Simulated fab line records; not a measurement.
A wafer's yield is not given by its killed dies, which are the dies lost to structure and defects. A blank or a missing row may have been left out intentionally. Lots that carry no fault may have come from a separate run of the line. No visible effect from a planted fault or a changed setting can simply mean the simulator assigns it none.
fab line records	flow n5-finfet
record: lots: 24	wafers: 72	last-day: 19
route steps=1938 shown BEOL_M4@1093 BEOL_M5@1160 BEOL_M6@1197
lots that met no fault: taken from a fault-free run of the same line
start-h: hours from the record's first day to the start of the lot's first wafer shown	wait-h: hours since the lot's step before	" unchanged from the row above	L1.1+2: a row that stands for several wafers	- no value, or no start given	* or withheld: withheld	< > ~ a bound
route shown NAME@n: names a module that has steps shown in the file, with the first one's number in the route	usual: mean/standard deviation taken from wafers without a fault	same: alike in all rows	chamber/n: place in a boat	sites: per-site readings	_std_site: the standard deviation of these	_edge_site: inner sites' mean taken away from outer sites' mean	radius-mm: for every site, how far away it sits from the centre of the wafer	mask NAME#n: copy n	behind: the last tool/chamber to shape the wafer	hold: why the lot went on hold/how many hours it stayed there/how the hold came to an end	device: the transistor (n, p or np) that didn't switch	end of line: the same wafers' tests at the end of the route	where a step has no rows: the recipe by itself	killed: count of dies lost to structure and defects at first sort (not the wafer's yield)	map: a wafer's dies, marking killed ones x, the rest . and places with no die _
set.NAME: the setting that was run; set.NAME@STEP: the one run at that earlier step	model.NAME: the simulator's own value behind a step, which no gauge read
a sample of lots followed through the steps of the route, with each step as a table and each wafer as a row
services: from which hour (start-h, from the record's first day; less than 0 if before it) a tool's chamber was out of use, for how many hours, and why
== steps ==
step: N5_BEOL_M4_ANNEAL_89
recipe: temp-c: 400	time-s: 240	ambient: vacuum
usual: heater-power-w: 855/120
lot.wafer	tool	chamber	start-h	wait-h	heater-power-w
L075.2	pvd-sputter-03	-	175.38	0.0	724
L075.3	"	-	"	"	941
L075.5	"	-	"	"	756
L074.2	pvd-sputter-01	-	180.16	0.0	876
L074.3	"	-	"	"	579
L074.6	"	-	"	"	888
L076.1	pvd-sputter-02	-	186.53	0.0	924
L076.4	"	-	"	"	830
L076.5	"	-	"	"	1051
L077.3	pvd-sputter-01	-	193.18	0.0	873
L077.5	"	-	"	"	869
L077.6	"	-	"	"	928
L078.1	pvd-sputter-02	-	194.37	0.0	808
L078.2	"	-	"	"	927
L078.3	"	-	"	"	1028
L079.2	pvd-sputter-03	-	209.21	0.0	731
L079.4	"	-	"	"	764
L079.6	"	-	"	"	751
L082.4	pvd-sputter-01	-	227.32	0.0	850
L082.5	"	-	"	"	912
L082.6	"	-	"	"	858
L081.2	pvd-sputter-01	-	232.64	0.0	892
L081.3	"	-	"	"	895
L081.5	"	-	"	"	903
L080.1	pvd-sputter-02	-	235.60	0.0	924
L080.2	"	-	"	"	856
L080.6	"	-	"	"	1016
L084.1	pvd-sputter-02	-	239.85	0.0	1075
L084.4	"	-	"	"	859
L084.6	"	-	"	"	826
L083.2	pvd-sputter-03	-	243.52	0.0	932
L083.3	"	-	"	"	821
L083.5	"	-	"	"	837
L085.2	pvd-sputter-02	-	246.62	0.0	824
L085.3	"	-	"	"	815
L085.6	"	-	"	"	945
L086.2	pvd-sputter-02	-	261.17	0.0	906
L086.3	"	-	"	"	842
L086.4	"	-	"	"	813
L088.2	pvd-sputter-01	-	278.71	0.0	552
L088.5	"	-	"	"	863
L088.6	"	-	"	"	560
L087.1	pvd-sputter-01	-	281.59	0.0	894
L087.2	"	-	"	"	540
L087.6	"	-	"	"	906
L091.3	pvd-sputter-02	-	284.43	0.0	939
L091.4	"	-	"	"	1041
L091.6	"	-	"	"	821
L089.2	pvd-sputter-02	-	290.03	0.0	914
L089.4	"	-	"	"	1033
L089.5	"	-	"	"	900
L092.4	pvd-sputter-03	-	308.70	0.0	847
L092.5	"	-	"	"	847
L092.6	"	-	"	"	729
L090.2	pvd-sputter-01	-	309.49	0.0	898
L090.3	"	-	"	"	846
L090.4	"	-	"	"	896
L093.1	pvd-sputter-02	-	315.69	0.0	927
L093.2	"	-	"	"	845
L093.4	"	-	"	"	828
L094.1	pvd-sputter-01	-	328.88	0.0	547
L094.2	"	-	"	"	836
L094.3	"	-	"	"	886
L095.1	pvd-sputter-02	-	329.12	0.0	795
L095.4	"	-	"	"	857
L095.5	"	-	"	"	906
L096.3	pvd-sputter-03	-	337.10	0.0	723
L096.5	"	-	"	"	770
L096.6	"	-	"	"	825
L097.1	pvd-sputter-02	-	338.91	0.0	927
L097.5	"	-	"	"	850
L097.6	"	-	"	"	1037
step: N5_BEOL_M5_TRENCH_ETCH_37
recipe: chemistry: C4F6/O2	target-depth-a: 716.52	target: SiCOH_lowk	time-s: 24.7	ion-energy-ev: 250	pressure-mtorr: 30	source-w: 345	bias-w: 185	Ar_flow_sccm: 300	C4F6_flow_sccm: 10	O2_flow_sccm: 10
usual: chamber-pressure-mTorr: 30.004/0.028	drypump-motor-current-A: 5.7/0.35	oes-product-au: 0.75/0.075	rf-vpp-V: 667/11	showerhead-plenum-p-Torr: 2.86/0.093	throttle-valve-pct: 21.13/0.22
lot.wafer	tool	chamber	start-h	wait-h	chamber-pressure-mTorr	drypump-motor-current-A	oes-product-au	rf-hours-counter-h	rf-vpp-V	showerhead-plenum-p-Torr	throttle-valve-pct
L075.2	rie-diel-01	2	-	-	30.003	5.5	0.75	167	663	2.92	21.18
L075.3	"	0	"	"	29.963	5.7	0.72	188	663	2.85	21.23
L075.5	"	0	"	"	30.025	5.7	0.71	-	666	2.85	21.24
L074.2	rie-diel-02	0	-	-	30.019	5.8	0.85	56	669	2.78	20.52
L074.3	"	2	"	"	29.983	5.7	0.71	198	646	2.83	21.28
L074.6	"	3	"	"	30.023	5.0	0.94	-	685	3.05	21.13
L076.1	rie-diel-02	3	-	-	29.971	5.0	0.94	23	683	3.05	21.14
L076.4	"	1	"	"	30.004	5.6	0.72	190	674	2.94	21.13
L076.5	"	0	"	"	30.003	5.8	0.85	-	668	2.78	20.54
L077.3	rie-diel-03	1	-	-	30.012	6.0	0.95	6	688	3.01	20.95
L077.5	"	2	"	"	29.979	5.3	0.75	-	661	2.83	21.18
L077.6	"	3	"	"	30.051	5.5	0.73	-	655	2.83	21.32
L078.1	rie-diel-01	2	-	-	29.974	5.5	0.74	174	664	2.92	21.20
L078.2	"	1	"	"	30.031	6.0	0.74	189	668	2.83	21.20
L078.3	"	0	"	"	29.947	5.7	0.72	194	663	2.84	21.23
L079.2	rie-diel-01	2	-	-	29.999	5.5	0.73	176	665	2.92	21.19
L079.4	"	0	"	"	30.025	5.8	0.73	196	662	2.84	21.24
L079.6	"	3	"	"	30.055	6.5	0.72	-	670	2.70	20.95
L082.4	rie-diel-01	2	-	-	29.977	5.5	0.72	179	665	2.92	21.19
L082.5	"	3	"	"	30.030	6.5	0.72	-	672	2.70	20.95
L082.6	"	2	"	"	30.045	5.5	0.73	-	664	2.92	21.21
L081.2	rie-diel-02	0	-	-	29.969	5.8	0.84	68	669	2.78	20.55
L081.3	"	3	"	"	29.991	5.0	0.93	34	684	3.04	21.15
L081.5	"	2	"	"	29.999	5.6	0.71	-	645	2.83	21.30
L080.1	rie-diel-02	0	-	-	30.014	5.8	0.82	70	669	2.78	20.54
L080.2	"	3	"	"	29.951	5.1	0.91	35	683	3.04	21.18
L080.6	"	0	"	"	30.040	5.8	0.83	-	669	2.78	20.54
L084.1	rie-diel-02	3	-	-	29.963	5.0	0.92	37	683	3.04	21.16
L084.4	"	0	"	"	29.961	5.8	0.83	72	670	2.78	20.55
L084.6	"	3	"	"	30.010	5.1	0.92	-	683	3.04	21.16
L083.2	rie-diel-01	1	-	-	29.948	6.0	0.73	204	667	2.83	21.23
L083.3	"	2	"	"	29.999	5.5	0.72	188	663	2.92	21.21
L083.5	"	3	"	"	29.985	6.5	0.72	-	671	2.70	20.96
L085.2	rie-diel-02	0	-	-	29.999	5.8	0.82	73	669	2.77	20.56
L085.3	"	2	"	"	30.033	5.6	0.70	214	644	2.82	21.30
L085.6	"	1	"	"	30.033	5.6	0.71	-	674	2.93	21.16
L086.2	rie-diel-03	2	-	-	30.020	5.4	0.74	167	661	2.82	21.19
L086.3	"	0	"	"	30.004	5.4	0.72	197	673	2.84	21.10
L086.4	"	1	"	"	30.004	5.9	0.91	20	688	3.01	20.99
L088.2	rie-diel-01	1	-	-	29.959	6.0	0.71	214	667	2.82	21.25
L088.5	"	2	"	"	30.018	5.5	0.71	-	663	2.91	21.23
L088.6	"	1	"	"	30.001	6.0	0.71	-	667	2.82	21.25
L087.1	rie-diel-02	1	-	-	29.960	5.6	0.70	213	674	2.93	21.17
L087.2	"	3	"	"	29.978	5.0	0.89	45	683	3.04	21.18
L087.6	"	3	"	"	29.981	5.1	0.90	-	685	3.04	21.18
L091.3	rie-diel-02	0	-	-	29.984	5.8	0.82	80	669	2.77	20.57
L091.4	"	1	"	"	30.035	5.6	0.70	214	674	2.93	21.16
L091.6	"	2	"	"	30.046	5.7	0.70	-	644	2.82	21.31
L089.2	rie-diel-03	0	-	-	30.023	5.4	0.72	207	675	2.84	21.11
L089.4	"	3	"	"	30.030	5.5	0.71	227	655	2.82	21.36
L089.5	"	2	"	"	30.009	5.3	0.74	-	661	2.82	21.23
L092.4	rie-diel-01	2	-	-	30.023	5.5	0.71	-	664	2.91	21.23
L092.5	"	0	"	"	29.979	5.7	0.69	-	663	2.83	21.29
L092.6	"	1	"	"	30.009	6.0	0.72	-	666	2.82	21.25
L090.2	rie-diel-01	1	-	-	29.995	6.0	0.71	225	668	2.82	21.25
L090.3	"	0	"	"	29.986	5.7	0.69	231	663	2.83	21.28
L090.4	"	0	"	"	30.010	5.8	0.68	-	664	2.83	21.27
L093.1	rie-diel-02	3	-	-	29.975	5.0	0.88	57	683	3.03	21.21
L093.2	"	0	"	"	30.006	5.8	0.81	89	667	2.77	20.59
L093.4	"	1	"	"	30.031	5.6	0.70	223	673	2.93	21.20
L095.1	rie-diel-01	2	-	-	29.981	5.5	0.71	220	663	2.90	21.26
L095.4	"	1	"	"	29.972	6.1	0.71	-	667	2.81	21.27
L095.5	"	2	"	"	29.994	5.5	0.70	-	662	2.90	21.26
L094.1	rie-diel-02	2	-	-	30.035	5.6	0.68	243	644	2.81	21.34
L094.2	"	0	"	"	29.977	5.8	0.81	98	667	2.76	20.57
L094.3	"	1	"	"	30.015	5.6	0.69	232	674	2.92	21.20
L097.1	rie-diel-02	3	-	-	29.959	5.0	0.87	67	683	3.03	21.21
L097.5	"	0	"	"	30.058	5.8	0.80	-	668	2.76	20.62
L097.6	"	3	"	"	30.047	5.0	0.88	-	683	3.03	21.22
L096.3	rie-diel-03	3	-	-	30.018	5.5	0.71	240	655	2.81	21.38
L096.5	"	3	"	"	29.997	5.5	0.70	-	653	2.81	21.38
L096.6	"	0	"	"	29.985	5.4	0.72	-	672	2.83	21.13
step: N5_BEOL_M5_SPUTTER_90
recipe: material: Cu	target-thk-a: 45	temp-c: -20	chamber-pressure-pa: 0.07	power-w: withheld	time-s: 8.29
usual: throttle-valve-pct: 30.8/0.98
lot.wafer	tool	chamber	start-h	wait-h	throttle-valve-pct
L075.2	pvd-sputter-01	-	187.84	0.5	30.8
L075.3	"	-	"	"	30.6
L075.5	"	-	"	"	32.3
L074.2	pvd-sputter-01	-	199.14	0.5	29.4
L074.3	"	-	"	"	32.3
L074.6	"	-	"	"	32.1
L076.1	pvd-sputter-02	-	202.04	0.5	30.0
L076.4	"	-	"	"	32.4
L076.5	"	-	"	"	29.8
L077.3	pvd-sputter-02	-	207.81	0.5	32.2
L077.5	"	-	"	"	30.4
L077.6	"	-	"	"	31.4
L078.1	pvd-sputter-01	-	214.85	0.5	30.9
L078.2	"	-	"	"	30.7
L078.3	"	-	"	"	32.4
L079.2	pvd-sputter-01	-	225.18	0.5	29.6
L079.4	"	-	"	"	32.0
L079.6	"	-	"	"	30.9
L082.4	pvd-sputter-01	-	243.03	0.5	30.8
L082.5	"	-	"	"	29.7
L082.6	"	-	"	"	32.0
L081.2	pvd-sputter-01	-	247.49	0.5	29.7
L081.3	"	-	"	"	31.9
L081.5	"	-	"	"	30.5
L080.1	pvd-sputter-01	-	255.67	0.5	29.8
L080.2	"	-	"	"	30.7
L080.6	"	-	"	"	30.8
L084.1	pvd-sputter-02	-	259.75	0.5	32.6
L084.4	"	-	"	"	31.7
L084.6	"	-	"	"	32.4
L083.2	pvd-sputter-01	-	261.66	0.5	29.3
L083.3	"	-	"	"	30.7
L083.5	"	-	"	"	30.9
L085.2	pvd-sputter-01	-	266.09	0.5	31.0
L085.3	"	-	"	"	32.4
L085.6	"	-	"	"	30.4
L086.2	pvd-sputter-02	-	272.85	0.5	30.6
L086.3	"	-	"	"	31.5
L086.4	"	-	"	"	30.0
L088.2	pvd-sputter-03	-	293.86	0.5	28.4
L088.5	"	-	"	"	30.7
L088.6	"	-	"	"	31.5
L087.1	pvd-sputter-01	-	295.01	0.5	32.4
L087.2	"	-	"	"	31.0
L087.6	"	-	"	"	30.7
L091.3	pvd-sputter-02	-	299.20	0.5	30.1
L091.4	"	-	"	"	30.3
L091.6	"	-	"	"	30.5
L089.2	pvd-sputter-03	-	302.91	0.5	30.7
L089.4	"	-	"	"	28.9
L089.5	"	-	"	"	30.9
L092.4	pvd-sputter-02	-	322.44	0.5	30.1
L092.5	"	-	"	"	32.5
L092.6	"	-	"	"	30.2
L090.2	pvd-sputter-03	-	323.06	0.5	30.8
L090.3	"	-	"	"	31.3
L090.4	"	-	"	"	30.5
L093.1	pvd-sputter-01	-	327.84	0.5	32.2
L093.2	"	-	"	"	30.5
L093.4	"	-	"	"	31.9
L095.1	pvd-sputter-03	-	348.65	0.5	28.6
L095.4	"	-	"	"	30.8
L095.5	"	-	"	"	29.0
L094.1	pvd-sputter-02	-	348.79	0.5	30.3
L094.2	"	-	"	"	30.4
L094.3	"	-	"	"	31.8
L096.3	pvd-sputter-02	-	355.46	0.5	30.1
L096.5	"	-	"	"	31.6
L096.6	"	-	"	"	30.3
L097.1	pvd-sputter-01	-	355.60	0.5	32.0
L097.5	"	-	"	"	32.0
L097.6	"	-	"	"	29.7
step: N5_BEOL_M5_PRE_CLEAN_77
recipe: gas: NH3/H2	time-s: 15	temp-c: *	rf-power-w: 300
usual: heater-power-w: 84/13
lot.wafer	tool	chamber	start-h	wait-h	heater-power-w
L075.2	cvd-co-01	1	192.20	0.0	82
L075.3	"	2	"	"	80
L075.5	"	2	"	"	80
L074.2	cvd-co-01	0	200.71	0.0	107
L074.3	"	1	"	"	81
L074.6	"	1	"	"	81
L076.1	cvd-co-01	1	203.02	0.0	81
L076.4	"	1	"	"	81
L076.5	"	0	"	"	109
L077.3	cvd-co-02	1	208.64	0.0	83
L077.5	"	2	"	"	67
L077.6	"	1	"	"	86
L078.1	cvd-co-02	1	218.03	0.0	86
L078.2	"	0	"	"	84
L078.3	"	2	"	"	67
L079.2	cvd-co-02	2	227.83	0.0	69
L079.4	"	2	"	"	67
L079.6	"	1	"	"	82
L082.4	cvd-co-01	2	247.84	0.1	80
L082.5	"	0	"	"	108
L082.6	"	1	"	"	80
L081.2	cvd-co-01	0	250.09	0.0	109
L081.3	"	2	"	"	78
L081.5	"	2	"	"	79
L080.1	cvd-co-02	2	257.17	0.0	68
L080.2	"	0	"	"	82
L080.6	"	1	"	"	86
L084.1	cvd-co-02	2	260.59	0.0	69
L084.4	"	2	"	"	66
L084.6	"	0	"	"	83
L083.2	cvd-co-01	2	262.49	0.0	81
L083.3	"	1	"	"	80
L083.5	"	2	"	"	79
L085.2	cvd-co-01	2	267.24	0.0	79
L085.3	"	0	"	"	110
L085.6	"	2	"	"	79
L086.2	cvd-co-01	1	274.03	0.0	82
L086.3	"	0	"	"	108
L086.4	"	0	"	"	110
L088.2	cvd-co-01	0	294.98	0.0	110
L088.5	"	0	"	"	108
L088.6	"	2	"	"	78
L087.1	cvd-co-01	2	295.85	0.0	80
L087.2	"	1	"	"	81
L087.6	"	1	"	"	83
L091.3	cvd-co-02	1	300.03	0.0	87
L091.4	"	2	"	"	65
L091.6	"	0	"	"	82
L089.2	cvd-co-02	2	303.93	0.0	67
L089.4	"	2	"	"	68
L089.5	"	0	"	"	81
L092.4	cvd-co-01	2	323.29	0.1	77
L092.5	"	1	"	"	83
L092.6	"	0	"	"	108
L090.2	cvd-co-01	0	323.89	0.0	110
L090.3	"	1	"	"	84
L090.4	"	1	"	"	82
L093.1	cvd-co-02	0	328.82	0.0	82
L093.2	"	1	"	"	87
L093.4	"	1	"	"	85
L095.1	cvd-co-02	2	349.48	0.0	69
L095.4	"	1	"	"	88
L095.5	"	0	"	"	83
L094.1	cvd-co-02	2	349.64	0.0	68
L094.2	"	1	"	"	89
L094.3	"	0	"	"	81
L096.3	cvd-co-01	0	356.29	0.0	107
L096.5	"	0	"	"	110
L096.6	"	1	"	"	64
L097.1	cvd-co-02	1	356.43	0.0	87
L097.5	"	0	"	"	83
L097.6	"	1	"	"	88
step: N5_BEOL_M6_PECVD_70
recipe: material: SiO2	target-thk-a: 200	temp-c: 400	precursor: TEOS/O2	pressure-torr: 5.5	rf-w: 450	teos-flow-sccm: 53.8	gas: O2	flow-sccm: 3000	time-s: 22.7
usual: heater-power-w: 659/69	showerhead-plenum-p-Torr: 8.80/0.048	throttle-valve-pct: 22.2/1.2
lot.wafer	tool	chamber	start-h	wait-h	heater-power-w	showerhead-plenum-p-Torr	throttle-valve-pct
L075.2	pecvd-03	2	193.10	0.0	678	8.81	22.2
L075.3	"	0	"	"	772	8.84	24.1
L075.5	"	0	"	"	762	8.82	24.2
L074.2	pecvd-01	2	201.61	0.0	574	8.83	20.5
L074.3	"	0	"	"	743	8.77	21.3
L074.6	"	2	"	"	576	8.83	20.4
L076.1	pecvd-04	1	204.42	0.0	619	8.83	23.5
L076.4	"	0	"	"	607	8.70	22.3
L076.5	"	2	"	"	596	8.80	22.1
L077.3	pecvd-01	0	209.54	0.0	681	8.77	21.2
L077.5	"	0	"	"	660	8.77	21.2
L077.6	"	2	"	"	628	8.82	20.5
L078.1	pecvd-04	2	218.95	0.0	595	8.80	22.3
L078.2	"	1	"	"	742	8.86	23.4
L078.3	"	0	"	"	591	8.67	22.7
L079.2	pecvd-04	0	229.23	0.0	633	8.70	22.7
L079.4	"	0	"	"	640	8.69	22.7
L079.6	"	2	"	"	690	8.80	22.2
L082.4	pecvd-04	2	248.74	0.1	711	8.80	22.4
L082.5	"	1	"	"	744	8.83	23.4
L082.6	"	0	"	"	595	8.70	22.5
L081.2	pecvd-01	2	250.99	0.0	628	8.82	20.6
L081.3	"	1	"	"	709	8.76	22.9
L081.5	"	0	"	"	756	8.76	21.3
L080.1	pecvd-03	1	258.17	0.0	675	8.81	22.6
L080.2	"	2	"	"	625	8.79	20.1
L080.6	"	1	"	"	656	8.83	22.2
L084.1	pecvd-03	0	261.49	0.0	827	8.83	24.2
L084.4	"	0	"	"	808	8.82	24.4
L084.6	"	2	"	"	701	8.76	20.2
L083.2	pecvd-04	0	263.42	0.0	662	8.67	22.6
L083.3	"	1	"	"	738	8.86	22.9
L083.5	"	0	"	"	646	8.70	22.4
L085.2	pecvd-01	0	268.14	0.0	707	8.76	21.5
L085.3	"	2	"	"	509	8.84	20.5
L085.6	"	0	"	"	721	8.79	21.2
L086.2	pecvd-01	1	274.95	0.0	635	8.78	22.7
L086.3	"	2	"	"	597	8.86	20.8
L086.4	"	1	"	"	619	8.78	23.0
L088.2	pecvd-04	0	295.88	0.0	627	8.69	22.6
L088.5	"	1	"	"	703	8.84	23.3
L088.6	"	2	"	"	707	8.79	22.5
L087.1	pecvd-04	1	296.75	0.0	635	8.86	23.1
L087.2	"	0	"	"	575	8.70	22.4
L087.6	"	1	"	"	616	8.84	23.0
L091.3	pecvd-01	0	300.94	0.0	642	8.78	21.2
L091.4	"	2	"	"	520	8.84	20.7
L091.6	"	1	"	"	656	8.77	22.9
L089.2	pecvd-01	1	304.89	0.0	605	8.79	23.0
L089.4	"	2	"	"	607	8.85	20.7
L089.5	"	0	"	"	745	8.78	21.2
L092.4	pecvd-03	1	324.31	0.1	608	8.82	22.4
L092.5	"	2	"	"	561	8.81	20.7
L092.6	"	0	"	"	801	8.82	25.0
L090.2	pecvd-03	0	324.94	0.0	831	8.84	25.0
L090.3	"	2	"	"	669	8.78	20.5
L090.4	"	2	"	"	674	8.80	20.5
L093.1	pecvd-01	2	329.72	0.0	553	8.81	20.7
L093.2	"	1	"	"	691	8.80	23.2
L093.4	"	0	"	"	698	8.78	21.4
L095.1	pecvd-01	0	350.38	0.0	771	8.76	21.1
L095.4	"	0	"	"	746	8.78	21.6
L095.5	"	2	"	"	619	8.84	20.6
L094.1	pecvd-04	1	350.54	0.0	708	8.84	23.4
L094.2	"	2	"	"	687	8.83	23.2
L094.3	"	0	"	"	568	8.71	22.5
L096.3	pecvd-03	2	357.35	0.0	598	8.80	20.8
L096.5	"	1	"	"	648	8.83	22.3
L096.6	"	2	"	"	589	8.79	20.4
L097.1	pecvd-01	1	357.35	0.0	694	8.78	22.8
L097.5	"	0	"	"	741	8.78	21.4
L097.6	"	1	"	"	680	8.77	23.0
step: N5_BEOL_M6_HM_DEP_02
recipe: material: TiN	target-thk-a: 200	temp-c: 25	chamber-pressure-pa: 0.49996
usual: throttle-valve-pct: 30.8/0.97
lot.wafer	tool	chamber	start-h	wait-h	throttle-valve-pct
L075.2	pvd-sputter-01	-	194.32	1.2	32.0
L075.3	"	-	"	"	29.4
L075.5	"	-	"	"	30.9
L074.2	pvd-sputter-03	-	202.41	0.8	31.6
L074.3	"	-	"	"	30.9
L074.6	"	-	"	"	30.4
L076.1	pvd-sputter-01	-	207.10	2.7	29.3
L076.4	"	-	"	"	30.6
L076.5	"	-	"	"	30.6
L077.3	pvd-sputter-03	-	210.91	1.3	30.5
L077.5	"	-	"	"	30.7
L077.6	"	-	"	"	30.3
L078.1	pvd-sputter-01	-	220.38	1.4	30.6
L078.2	"	-	"	"	29.8
L078.3	"	-	"	"	30.4
L079.2	pvd-sputter-03	-	232.57	3.3	30.3
L079.4	"	-	"	"	28.8
L079.6	"	-	"	"	31.1
L082.4	pvd-sputter-02	-	249.64	0.9	29.8
L082.5	"	-	"	"	31.5
L082.6	"	-	"	"	30.1
L081.2	pvd-sputter-02	-	251.04	0.0	30.2
L081.3	"	-	"	"	31.4
L081.5	"	-	"	"	30.1
L080.1	pvd-sputter-02	-	262.53	4.3	30.1
L080.2	"	-	"	"	30.0
L080.6	"	-	"	"	32.2
L084.1	pvd-sputter-02	-	264.99	3.5	32.3
L084.4	"	-	"	"	30.1
L084.6	"	-	"	"	32.2
L083.2	pvd-sputter-02	-	265.09	1.7	31.6
L083.3	"	-	"	"	32.3
L083.5	"	-	"	"	30.4
L085.2	pvd-sputter-02	-	268.28	0.1	32.4
L085.3	"	-	"	"	30.1
L085.6	"	-	"	"	31.5
L086.2	pvd-sputter-02	-	275.65	0.7	30.6
L086.3	"	-	"	"	30.1
L086.4	"	-	"	"	32.1
L088.2	pvd-sputter-03	-	296.74	0.8	30.8
L088.5	"	-	"	"	28.8
L088.6	"	-	"	"	30.5
L087.1	pvd-sputter-03	-	297.10	0.3	30.6
L087.2	"	-	"	"	31.3
L087.6	"	-	"	"	30.7
L091.3	pvd-sputter-01	-	301.49	0.5	29.7
L091.4	"	-	"	"	30.6
L091.6	"	-	"	"	31.1
L089.2	pvd-sputter-01	-	305.66	0.8	29.8
L089.4	"	-	"	"	32.0
L089.5	"	-	"	"	32.3
L092.4	pvd-sputter-03	-	326.30	2.0	30.2
L092.5	"	-	"	"	30.5
L092.6	"	-	"	"	30.6
L090.2	pvd-sputter-02	-	326.74	1.8	30.3
L090.3	"	-	"	"	30.0
L090.4	"	-	"	"	31.5
L093.1	pvd-sputter-01	-	330.12	0.4	29.6
L093.2	"	-	"	"	32.3
L093.4	"	-	"	"	30.8
L095.1	pvd-sputter-02	-	350.44	0.0	32.3
L095.4	"	-	"	"	30.5
L095.5	"	-	"	"	30.1
L094.1	pvd-sputter-01	-	350.63	0.1	30.8
L094.2	"	-	"	"	32.1
L094.3	"	-	"	"	30.7
L096.3	pvd-sputter-01	-	358.02	0.6	29.9
L096.5	"	-	"	"	30.9
L096.6	"	-	"	"	30.6
L097.1	pvd-sputter-01	-	358.20	0.8	29.9
L097.5	"	-	"	"	29.3
L097.6	"	-	"	"	30.7
== services ==
tool	chamber	start-h	hours	kind
cvd-co-02	-	163.65	6.9	pm
pecvd-01	0	166.14	7.5	repair
pvd-sputter-03	-	168.35	2.5	repair
pecvd-03	2	172.77	6.1	repair
pecvd-01	-	175.72	2.8	pm
pecvd-01	-	216.05	2.1	repair
pecvd-01	2	222.84	2.1	scheduled-down
pecvd-01	-	227.20	4.2	repair
rie-diel-03	-	238.74	15.6	pm
rie-diel-02	-	241.28	5.4	repair
cvd-co-02	-	254.53	0.8	repair
pvd-sputter-03	-	256.81	10.5	repair
rie-diel-03	0	260.05	1.3	repair
pecvd-04	-	289.15	1.3	repair
pecvd-04	-	292.24	0.7	repair
cvd-co-02	1	301.81	3.3	repair
pecvd-01	1	308.21	9.5	repair
cvd-co-02	-	316.03	2.8	pm
cvd-co-01	1	327.14	3.5	repair
rie-diel-03	-	329.81	14.6	pm
rie-diel-01	-	333.19	2.8	pm
cvd-co-01	1	333.35	-	clean
cvd-co-01	1	333.35	22.0	scheduled-down
cvd-co-01	1	333.35	22.0	vent-cycle
== key ==
fault none
